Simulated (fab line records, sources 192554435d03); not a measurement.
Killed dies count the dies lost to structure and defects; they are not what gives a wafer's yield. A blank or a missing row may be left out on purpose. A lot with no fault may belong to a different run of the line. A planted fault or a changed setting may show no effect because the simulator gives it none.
Problem report, 8D (eight disciplines) form, completed by code || flow n5-finfet || the parts of the form that need people (team, actions taken, sign-off) are left out

1. THE ISSUE
At N5_BEOL_M0_SAQP_ETCH_88, etch-rf-on-time-s averages 3.79 s over 3 wafers from 3 lots, while fault-free wafers read 5.17 s, standard deviation 0.097. Relative to the usual mean, that is a shift of -14 standard deviations.
The step: etches underlayer in N2/H2, target depth 6.5 nm, time 5.2 s.
Earliest sighting: wafer L524.2 on rie-diel-03 at day 8 05:52. The record holds 25 wafers of 9 lots with a number at this step. Rule for "out", or "out of limits": more than 4 standard deviations from the usual mean. The rest of the wafers with a number are treated as sound.

2. WHAT THIS IS AND IS NOT
{"question": "which readings at this step", "is": "etch-rf-on-time-s", "is not": "drypump-motor-current-A, h2-flow-sccm, rf-fwd-power-W, rf-vpp-V, showerhead-plenum-p-Torr, throttle-valve-pct"}
{"question": "which lots", "is": "L524, L525, L526", "is not": "L517, L527, L530, L531, L536, L537"}
{"question": "which wafers of those lots", "is": "L524.2, L525.6, L526.2", "is not": "L524.1, L525.3, L525.4, L526.1"}
{"question": "read on which tools", "is": "rie-diel-03", "is not": "rie-diel-04, rie-diel-05"}
{"question": "when", "is": "from day 8 05:52", "is not": "up to then (4 sound wafers); but 18 sound wafers of L525, L526, L527, L530, L531, L536, L537 came after"}

3. SUSPECTS, AND WHAT RULES EACH OUT
Counting: if a tool at a process step up to the reading ran every lot that is out, it stays a suspect. Sound lots after the first of them don't rule it out here, since some wafers of a struck lot are sound.
- vapor-etch-02 at N5_BEOL_M0_SAQP_RECESS_104 (chemistry HF/NH3, target SiO2, target depth 18 nm, afs cycles 3, sublimation time 60 s): kept. It ran every lot that is out, first L524 (day 8 03:26); its last sound lot up to then is L517 (day 6 09:22).
- rie-diel-03 at N5_BEOL_M0_SAQP_DESCUM_45 (chemistry O2, time 7 s): kept. It ran every lot that is out, first L524 (day 8 05:50); its last sound lot up to then is L517 (day 6 11:26).
- rie-diel-03 at N5_BEOL_M0_SAQP_ETCH_88 (etches underlayer in N2/H2, target depth 6.5 nm, time 5.2 s): kept. It ran every lot that is out, first L524 (day 8 05:52); its last sound lot up to then is L517 (day 6 11:28). On those wafers its own readings are out: etch-rf-on-time-s.
vapor-etch-02 at N5_BEOL_M0_SAQP_RECESS_104, rie-diel-03 at N5_BEOL_M0_SAQP_DESCUM_45 and rie-diel-03 at N5_BEOL_M0_SAQP_ETCH_88 are what is left after counting.

4. THE CAUSE (what the simulator had put in)
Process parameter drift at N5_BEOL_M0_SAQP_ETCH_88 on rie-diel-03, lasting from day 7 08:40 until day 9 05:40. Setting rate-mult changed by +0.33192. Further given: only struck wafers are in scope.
This tool is one of the 3 suspects left after counting.

5. THE EFFECT CHAIN, in route order
One row per reading whose mean, taken over the struck wafers that have a number, lies over 3 standard deviations from the usual. Only readings whose record carries a usual standard deviation are examined. hours: median over the lots of the time between each lot's start at the first step of this table that gives one and its start at this step. sigmas: the change, counted in usual standard deviations.
{"hours": 0, "step": "N5_BEOL_M0_SAQP_ETCH_88", "reading": "etch-rf-on-time-s", "usual": "5.17 s", "on struck wafers": 3.79, "change": -1.38, "sigmas": -14}
{"hours": 0, "step": "N5_BEOL_M0_SAQP_ETCH_88", "reading": "oes-product-au", "usual": "0.65 a.u.", "on struck wafers": 0.84, "change": "+0.19", "sigmas": "+3.3"}
Process steps it contains:
- N5_BEOL_M0_SAQP_ETCH_88: etches underlayer in N2/H2, target depth 6.5 nm, time 5.2 s.
Later measuring or inspecting steps at which every struck wafer that the step has a row for has a number for every such reading, and none has moved that far: N5_BEOL_M4_RC_MEAS_101.

6. WHAT WOULD HAVE CAUGHT IT SOONER
The fault began at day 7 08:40; the first out-of-limits reading in this record came at day 8 05:52, 21 hours later.
